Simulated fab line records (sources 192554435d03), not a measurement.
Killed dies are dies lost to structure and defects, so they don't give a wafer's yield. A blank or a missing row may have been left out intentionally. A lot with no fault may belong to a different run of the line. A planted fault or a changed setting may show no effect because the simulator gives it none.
Struck lot and sound lot, side by side / flow n5-finfet / 45 out of 1938 route steps
Sound: these wafers, L917.2, L917.5, L917.6. Wafers L913.1, L913.2, L913.5 were the ones struck. At the end, the cause is stated.
At each step with rows: each side's tool, then ch and its chambers, then its first start. Under that, the readings that differ: sound wafers / struck wafers / difference of the means / sigmas: that difference in standard deviations of wafers without a fault.
alike: readings whose means differ by less than 2 such deviations, and words and numbers that are the same on both sides. not compared: withheld readings, readings that some wafer has no value for, bounds like >300 that may hide the same value, and numbers for which the record gives no deviation and whose values overlap.
The two part at a step that has a row with sigmas, a row that says differs or no value, or rows on one side only. Non-overlapping numbers with no deviation appear without sigmas and do not part them. Lack of a reading on every wafer of one side parts them only where that side has two or more wafers.

first, 11 steps without rows for these wafers: N5_BEOL_M2_DESCUM_33 (chemistry O2, time 7 s); N5_BEOL_M2_ETCH_77 (etches underlayer in N2/H2, target depth 6.5 nm, time 5.2 s); N5_BEOL_M2_ETCH_69 (etches SiARC in CF4, target depth 15.6 nm, time 26 s); N5_BEOL_M2_ALD_98 (deposits SiO2, target thk 2.5 nm, pulse time 1 s, co reactant pulse time 1 s); N5_BEOL_M2_ETCHBACK_99 (etches SiO2 in CHF3, target depth 5 nm, time 10.4 s); N5_BEOL_M2_ETCH_70 (etches SOC in N2/H2, target depth 80 nm, overetch 24 nm, time 130 s); N5_BEOL_M2_STRIP_71 (strips in N2/H2); N5_BEOL_M2_STRIP_78 (strips in N2/H2); N5_BEOL_M2_VIA_ETCH_34 (etches the open film in C4F6/O2, target depth 69.4 nm, time 65.9 s); N5_BEOL_M2_STRIP_83 (strips in C4F6/O2); N5_BEOL_M2_STRIP_36 (strips in N2/H2).
N5_BEOL_M2_TRENCH_ETCH_37: etches SiOC in C4F6/O2, target depth 55.555 nm, time 29.2 s.
  sound on rie-diel-06 ch 0,1,3, day 11 07:44; struck on rie-diel-01 ch 0,1, day 9 22:35
reading=drypump-motor-current-A (A); sound=5.6 6.1 5.1; struck=6.4 6.7 6.7; difference=+1.0; sigmas=+2
reading=run-length-s (s); sound=52.8 53.1 52.8; struck=55.9 55.3 55.7; difference=+2.7; sigmas=+8
reading=model.etch.depth-nm (nm); sound=56.21 55.71 54.15; struck=61.24 62.13 61.94; difference=+6.41; sigmas=
reading=model.BEOL_M2.feature-depth-nm (nm); sound=56.2 55.8 54.2; struck=61.2 62.2 62; difference=+6.4; sigmas=
  alike: mfc-ar-sccm, oes-product-au, rf-vpp-V, showerhead-plenum-p-Torr, throttle-valve-pct
  not compared: rf-hours-counter-h, model.TiN_of_BEOL_M2_HM_DEP_02.thk-nm
then, 2 steps without rows for these wafers: N5_BEOL_M2_ETCH_41 (etches SiCN in CH3F/O2, target depth 29.9 nm, time 52.5 s); N5_BEOL_M2_STRIP_97 (strips in N2/H2, time 10 s).
N5_BEOL_M2_OCD_MEAS_38:
  sound on ocd-01 at day 11 07:53; struck on ocd-01 at day 9 22:44
reading=trench-depth-nm (nm); sound=56.7 55.4 54.5; struck=61.8 62.1 62.2; difference=+6.5; sigmas=+6
then, 25 steps without rows for these wafers: N5_BEOL_M2_HM_STRIP_39 (strips TiN in peroxide tin strip, target depth 25 nm, time 158 s); N5_BEOL_M2_SRD_40 (time 30 s); N5_BEOL_M2_PRECLEAN_42 (cleans in residue remover, time 60 s); N5_BEOL_M2_SRD_43 (time 30 s); N5_BEOL_M2_DEGAS_44 (time 60 s); N5_BEOL_M2_PRE_CLEAN_45 (time 30 s); N5_BEOL_M2_ALD_84 (deposits TaN, pulse time 2 s, purge time 3 s, co reactant purge time 2 s); N5_BEOL_M2_SURFACE_TREAT_85; N5_BEOL_M2_CVD_47 (deposits Co from CCTBA/H2, target thk 3 nm, time 223.8 s); N5_BEOL_M2_SPUTTER_48 (material Cu, target thk 4.5 nm, time 8.29 s); N5_BEOL_M2_ANNEAL_49 (time 240 s); N5_BEOL_M2_SPUTTER_79 (material Cu, target thk 4.5 nm, time 8.29 s); N5_BEOL_M2_ANNEAL_80 (time 240 s); N5_BEOL_M2_SPUTTER_81 (material Cu, target thk 4.5 nm, time 8.29 s); N5_BEOL_M2_ANNEAL_82 (time 240 s); N5_BEOL_M2_SPUTTER_86 (material Cu, target thk 4.5 nm, time 8.29 s); N5_BEOL_M2_ANNEAL_87 (time 240 s); N5_BEOL_M2_SPUTTER_88 (material Cu, target thk 4.5 nm, time 8.29 s); N5_BEOL_M2_ANNEAL_89 (time 240 s); N5_BEOL_M2_SPUTTER_90 (material Cu, target thk 4.5 nm, time 8.29 s); N5_BEOL_M2_ANNEAL_91 (time 240 s); N5_BEOL_M2_SPUTTER_92 (material Cu, target thk 4.5 nm, time 8.29 s); N5_BEOL_M2_ANNEAL_93 (time 240 s); N5_BEOL_M2_SPUTTER_94 (material Cu, target thk 4.5 nm, time 8.29 s); N5_BEOL_M2_ANNEAL_95 (time 240 s).
N5_BEOL_M2_CMP_52: polishes, stops on SiOC, t overpolish 6.8 s, target thk 40 nm.
  sound on cmp-02 ch 1,2, day 11 11:21; struck on cmp-02 ch 0,1,2, day 10 04:01
reading=model.Cu_of_BEOL_M2_ECD_50.thk-nm (nm); sound=38.4 38 36.6; struck=44 43.2 44.4; difference=+6; sigmas=
  alike: barrier-field-endpoint-s, motor-current-A, overpolish-run-s, retaining-ring-pressure-frac, time-to-endpoint-s
N5_BEOL_M2_THK_MEAS_53: measures by xrf.
  sound on film-metro-01 at day 11 11:38; struck on film-metro-01 at day 10 04:16
reading=M2_THK (nm); sound=38.9 38.6 37.1; struck=44.3 43.5 44.8; difference=+6.0; sigmas=+4
N5_BEOL_M2_RS_MEAS_58: measures by four-point-probe.
  sound on film-metro-02 at day 11 11:54; struck on film-metro-01 at day 10 04:32
reading=M2_RS (ohm/sq); sound=0.70 0.71 0.75; struck=0.59 0.60 0.59; difference=-0.13; sigmas=-4
N5_BEOL_M4_RC_MEAS_101:
  sound on prober-02 ch 0, day 12 10:18; struck on prober-01 ch 0, day 11 02:55
reading=IOFF_P (nA/um); sound=0.23 0.24 0.23; struck=0.35 0.35 0.34; difference=+0.11; sigmas=+3
  alike: DIBL_N, DIBL_P, IOFF_N, ION_N, ION_P, SS_N, SS_P, VT_N, VT_P
-- record jumps: 4 days separate the struck wafers' starts on either side; left off in module BEOL_M4, taken up again in module PASSIVATION, whose first shown step is the route's number 1936 --
N5_PASSIVATION_PROBE_49:
  sound on prober-02 at day 16 16:45; struck on prober-02 at day 15 11:45
reading=defect-limited-yield (%); sound=88.7 91.9 87.8; struck=93.0 93.0 93.8; difference=+3.8; sigmas=+2
reading=killed-at-front-end; sound=60 43 69; struck=44 17 28; difference=-28; sigmas=-2
reading=killed-dies; sound=133 95 144; struck=83 83 73; difference=-44; sigmas=-2
reading=killed-short; sound=46 29 63; struck=29 28 19; difference=-21; sigmas=-3
reading=sort_bin_5_function (%); sound=6.7 4.6 7.2; struck=3.7 3.8 3.6; difference=-2.5; sigmas=-2
reading=sort-n-pass; sound=1047 1085 1036; struck=1097 1097 1107; difference=+44; sigmas=+2
reading=sort-yield-pct (%); sound=88.7 91.9 87.8; struck=93.0 93.0 93.8; difference=+3.8; sigmas=+2
  alike: killed_at_M0_to_M3, killed_at_M4_up, killed-at-contacts, killed-at-other, killed-open, sort_bin_6_memory

== WHERE THEY PART ==
First at N5_BEOL_M2_TRENCH_ETCH_37; last, within this record, at N5_PASSIVATION_PROBE_49.

WHY: what the simulator had put in
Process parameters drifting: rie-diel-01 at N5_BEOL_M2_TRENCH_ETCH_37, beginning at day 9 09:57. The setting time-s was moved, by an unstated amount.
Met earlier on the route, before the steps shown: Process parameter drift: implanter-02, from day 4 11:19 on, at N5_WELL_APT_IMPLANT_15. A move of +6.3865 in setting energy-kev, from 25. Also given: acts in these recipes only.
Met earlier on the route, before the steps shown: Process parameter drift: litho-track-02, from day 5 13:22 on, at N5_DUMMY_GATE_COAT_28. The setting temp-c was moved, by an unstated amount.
